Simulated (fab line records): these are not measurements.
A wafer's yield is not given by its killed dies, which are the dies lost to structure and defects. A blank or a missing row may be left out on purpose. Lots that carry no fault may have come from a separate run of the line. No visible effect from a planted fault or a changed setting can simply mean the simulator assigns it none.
A struck lot beside a sound one    flow n5 finfet    26 out of 1938 route steps
Sound: wafers L419.2, L419.4, L419.6. Struck: wafers L430.2, L430.4, L430.5. At the end, the cause is stated.
Each step with rows lists, per side, the tool, then ch with its chambers, then its first start. Under that, the readings that differ: sound wafers    struck wafers    difference of the means    sigmas: that difference in standard deviations of wafers without a fault.
alike: a reading whose means differ by less than 2 such deviations, as well as words and numbers matching on both sides. not compared: withheld readings; readings where some wafer has no value; bounds like >300 that might hide an equal value; numbers whose values overlap and for which the record gives no deviation.
A row with sigmas, a row that says differs or no value, or rows on one side alone: a step with any of these is where the two part. Numbers that don't overlap but have no deviation are shown without sigmas and don't part them. A reading missing from all wafers of one side parts the sides only when that side holds two or more wafers.

N5_BEOL_M15_OVL_MEAS_11:
  sound on overlay-01 ch 0, day 13 18:27; struck on overlay-01 ch 0, day 18 15:06
reading       sound    struck  difference  sigmas
V14_OVL (nm)  -2 -7 0  9 4 14  +12         +2
N5_BEOL_M15_INSPECT_12: inspects for defects (macro).
  sound: defect inspect-01 at day 13 18:29; struck: defect inspect-01 at day 18 15:07
  alike: raw defect count
N5_BEOL_M15_DESCUM_15: chemistry O2, time 7.9 s.
  sound on rie diel-02 ch 0,1,2, day 13 18:31; struck on rie diel-02 ch 1,3, day 18 15:18
  alike: drypump motor current A, oes product au, rf vpp V, showerhead plenum p Torr, throttle valve pct
  not compared: rf hours counter h
then, 1 step without rows for these wafers: N5_BEOL_M15_ETCH_59 (etches BARC in N2/H2, target depth 89 nm, overetch 26.7 nm, time 67.9 s).
N5_BEOL_M15_VIA_ETCH_16: etches SiO2 in C4F8/O2/Ar, target depth 1792.2 nm.
  sound on rie diel-02 ch 0,1,2, day 13 18:36; struck on rie diel-02 ch 1,3, day 18 15:23
  alike: drypump motor current A, oes_o_777_au, oes product au, rf vpp V, showerhead plenum p Torr, throttle valve pct
N5_BEOL_M15_STRIP_63: strips in O2.
  sound: rie diel-02 ch 0,1,2; struck: rie diel-02 ch 1,3
  alike: drypump motor current A, oes product au, rf vpp V, showerhead plenum p Torr, throttle valve pct
  not compared: rf hours counter h
N5_BEOL_M15_STRIP_64: strips in O2.
  sound: rie diel-02 ch 0,1,2; struck: rie diel-02 ch 1,3
  alike: drypump motor current A, oes product au, rf vpp V, showerhead plenum p Torr, throttle valve pct
  not compared: rf hours counter h
then, 2 steps without rows for these wafers: N5_BEOL_M15_STRIP_65 (strips in post etch residue remover, time 60 s); N5_BEOL_M15_SRD_66 (time 30 s, dry time 30 s).
N5_BEOL_M15_CD_MEAS_17: the cd target is 360 nm.
  sound: cd sem-02 at day 13 19:01; struck: cd sem-01 at day 18 15:48
  alike: cd nm
then, 1 step without rows for these wafers: N5_BEOL_M15_COAT_56 (time 60 s, resist thk 550 nm).
N5_BEOL_M15_ETCH_57: etches SOC in N2/H2, time 750 s.
  sound on rie diel-06 ch 0,2,3, day 13 19:07; struck on rie diel-06 ch 0,1,2, day 18 15:55
  alike: drypump motor current A, oes product au, rf vpp V, showerhead plenum p Torr, throttle valve pct
  not compared: rf hours counter h
N5_BEOL_M15_COAT_60: time 60 s, resist thk 89 nm.
  sound on litho track-03 ch 0, day 13 19:37; struck on litho track-04 ch 0, day 18 16:25
reading                                     sound                 struck                difference  sigmas
dispense pressure kPa (kPa)                 57.9 57.8 57.8        54.0 54.0 54.0        -3.8        -2
spin speed rpm (rpm)                        1500.8 1500.2 1500.5  1829.0 1828.9 1827.8  +328.1      +99 or more
model.BARC_of_BEOL_M15_COAT_60.thk nm (nm)  89.2 88.8 89          81 80.8 81            -8          
then, 7 steps without rows for these wafers: N5_BEOL_M15_COAT_22 (resist thk 800 nm); N5_BEOL_M15_EBR_24; N5_BEOL_M15_SOFTBAKE_23 (time 60 s); N5_BEOL_M15_EXPOSE_25 (exposes mask M15, target cd 400 nm); N5_BEOL_M15_PEB_26 (peb time 90 s); N5_BEOL_M15_DEVELOP_27 (develop time 45 s); N5_BEOL_M15_HARDBAKE_32 (time 120 s).
N5_BEOL_M15_CD_MEAS_28: the cd target is 407.6 nm.
  sound on cd sem-02 ch 0, day 13 20:01; struck on cd sem-02 ch 0, day 18 16:42
reading     sound              struck             difference  sigmas
cd nm (nm)  405.4 405.2 405.1  407.8 409.2 409.2  +3.5        +2
N5_BEOL_M15_OVL_MEAS_29:
  sound on overlay-02 ch 0, day 13 20:02; struck on overlay-02 ch 0, day 18 16:44
  alike: M15_OVL
N5_BEOL_M15_INSPECT_30: inspects for defects (macro).
  sound: defect inspect-01 at day 13 20:04; struck: defect inspect-02 at day 18 16:45
  alike: raw defect count
then, 1 step without rows for these wafers: N5_BEOL_M15_DESCUM_33 (chemistry O2, time 7.9 s).
N5_BEOL_M15_ETCH_61: etches BARC in N2/H2, target depth 89 nm, overetch 26.7 nm, time 67.9 s.
  sound on rie diel-03 ch 0,1,3, day 13 20:08; struck on rie diel-06 ch 0,1,2, day 18 16:49
reading                   sound              struck             difference  sigmas
model.etch.depth nm (nm)  89.22 88.88 88.99  80.99 80.86 81.09  -8.05       
  alike: drypump motor current A, oes product au, rf vpp V, showerhead plenum p Torr, throttle valve pct
  not compared: rf hours counter h
then, 1 step without rows for these wafers: N5_BEOL_M15_TRENCH_ETCH_34 (etches SiO2 in C4F8/O2/Ar, target depth 872.93 nm, time 199 s).

== WHERE THEY PART ==
Last at N5_BEOL_M15_CD_MEAS_28 as far as this record goes, first at N5_BEOL_M15_OVL_MEAS_11. Later steps at which nothing parts them and some readings are alike: N5_BEOL_M15_OVL_MEAS_29, N5_BEOL_M15_INSPECT_30, N5_BEOL_M15_ETCH_61.

WHY: whatever the simulator had introduced
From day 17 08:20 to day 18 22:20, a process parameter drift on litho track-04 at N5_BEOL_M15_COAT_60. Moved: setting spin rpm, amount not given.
